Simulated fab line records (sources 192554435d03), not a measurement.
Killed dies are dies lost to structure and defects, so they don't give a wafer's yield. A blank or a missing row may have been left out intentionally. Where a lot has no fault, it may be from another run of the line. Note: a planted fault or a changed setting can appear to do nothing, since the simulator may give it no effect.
Chamber matching -- flow n5-finfet -- rie-diel-06 running N5_FIN_SAQP_HM_OPEN_33: 4 sister chambers
The step chemistry CH3F/O2, target SiNx, target depth 49.4 nm, time 70.6 s. 14 wafers are shown with their chamber, then 7 later ones without.

== WAFERS, EACH WITH ITS CHAMBER ==
wafer,chamber,showerhead-plenum-p-Torr (Torr),drypump-motor-current-A (A),throttle-valve-pct (%)
L078.1,0,2.08,5.1,16.48
L078.2,3,1.95,4.9,15.87
L078.4,2,1.94,5.2,16.30
L085.1,2,1.94,5.2,16.34
L085.4,1,2.04,5.4,16.30
L085.5,2,1.94,5.2,16.34
L087.1,1,2.04,5.4,16.31
L087.3,2,1.94,5.2,16.34
L087.5,3,1.94,4.9,15.90
L089.2,1,2.03,5.4,16.32
L089.3,3,1.94,4.9,15.91
L089.5,0,2.07,5.0,16.52
L092.1,3,1.94,4.9,15.92
L092.2,1,2.03,5.4,16.33

SIGNATURES, as means of the wafers listed above
reading,chamber 0,chamber 1,chamber 2,chamber 3,scatter within a chamber
showerhead-plenum-p-Torr,2.0750,2.0350,1.9400,1.9425,0.00474
drypump-motor-current-A,5.050,5.400,5.200,4.900,0.0224
throttle-valve-pct,16.5000,16.3150,16.3300,15.9000,0.0197
Rule: a wafer's distance from a chamber is the root of the sum, over the readings, of the square of ((its reading less the chamber's mean) divided by the reading's scatter). The wafer belongs to the nearest chamber; if the next one is less than 2 further off, it can't be placed. The scatter is the square root of a quotient: the sum, over the shown wafers, of each reading's squared deviation from its chamber's mean, divided by wafers minus chambers.

== WAFERS MISSING THEIR CHAMBER ==
wafer,showerhead-plenum-p-Torr (Torr),drypump-motor-current-A (A),throttle-valve-pct (%)
L092.5,2.03,5.4,16.33
L095.1,1.93,4.9,15.93
L095.4,2.06,5.1,16.55
L095.5,1.93,5.2,16.38
L097.1,2.06,5.1,16.55
L097.3,1.93,4.9,15.93
L097.5,1.93,4.9,15.93

== THE CHAMBER EACH PASSED THROUGH ==
wafer,from the rows above,in truth
L092.5,1,1
L095.1,3,3
L095.4,0,0
L095.5,2,2
L097.1,0,0
L097.3,3,3
L097.5,3,3
Placed correctly: 7 of 7. Can't be placed from these rows: 0. 0 placed wrongly.
